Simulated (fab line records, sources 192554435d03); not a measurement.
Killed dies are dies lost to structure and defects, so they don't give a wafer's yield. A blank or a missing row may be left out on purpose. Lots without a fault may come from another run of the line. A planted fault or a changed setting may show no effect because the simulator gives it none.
Chamber matching | flow n5_finfet | N5_BEOL_M0_ALD_136 on ald_metal-02: 4 sister chambers
The step deposits TaN, pulse time 2 s, purge time 3 s, co reactant purge time 2 s. 18 wafers are shown with their chamber, then 9 later ones without.

WAFERS WITH THEIR CHAMBER
wafer  | chamber | heater_power_w (W)
L076.1 | 1       | 394
L076.2 | 2       | 440
L076.4 | 0       | 456
L077.2 | 3       | 432
L077.5 | 1       | 394
L077.6 | 2       | 448
L083.2 | 2       | 457
L083.5 | 1       | 386
L083.6 | 0       | 449
L087.1 | 0       | 460
L087.3 | 2       | 461
L087.5 | 2       | 466
L089.1 | 2       | 454
L089.2 | 1       | 390
L089.5 | 2       | 457
L092.2 | 0       | 448
L092.3 | 3       | 445
L092.5 | 2       | 448

SIGNATURES (means of the wafers above)
reading        | chamber 0 | chamber 1 | chamber 2 | chamber 3 | scatter within a chamber
heater_power_w | 453.25    | 391.00    | 453.88    | 438.50    | 7.1
Rule: a wafer's distance from a chamber is the root of the sum, over the readings, of the square of ((its reading less the chamber's mean) divided by the reading's scatter). The wafer belongs to the nearest chamber; if the next one is less than 2 further off, it can't be placed. The scatter: the root of (the sum of the squares of (reading less its chamber's mean) over the shown wafers, divided by (wafers less chambers)).

WAFERS WITHOUT THEIR CHAMBER
wafer  | heater_power_w (W)
L093.1 | 449
L093.3 | 460
L093.6 | 457
L094.2 | 431
L094.3 | 442
L094.5 | 454
L096.3 | 430
L096.4 | 460
L096.5 | 457

WHICH CHAMBER EACH WENT THROUGH
wafer  | from the rows above          | in truth
L093.1 | can't be placed: 0 or 2 or 3 | 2
L093.3 | can't be placed: 2 or 0      | 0
L093.6 | can't be placed: 2 or 0      | 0
L094.2 | 3                            | 3
L094.3 | can't be placed: 3 or 0 or 2 | 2
L094.5 | can't be placed: 2 or 0      | 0
L096.3 | 3                            | 3
L096.4 | can't be placed: 2 or 0      | 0
L096.5 | can't be placed: 2 or 0      | 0
Placed correctly: 2 of 9. Can't be placed from these rows: 7 (the true chamber is among the candidates in 7). Placed wrongly: 0.
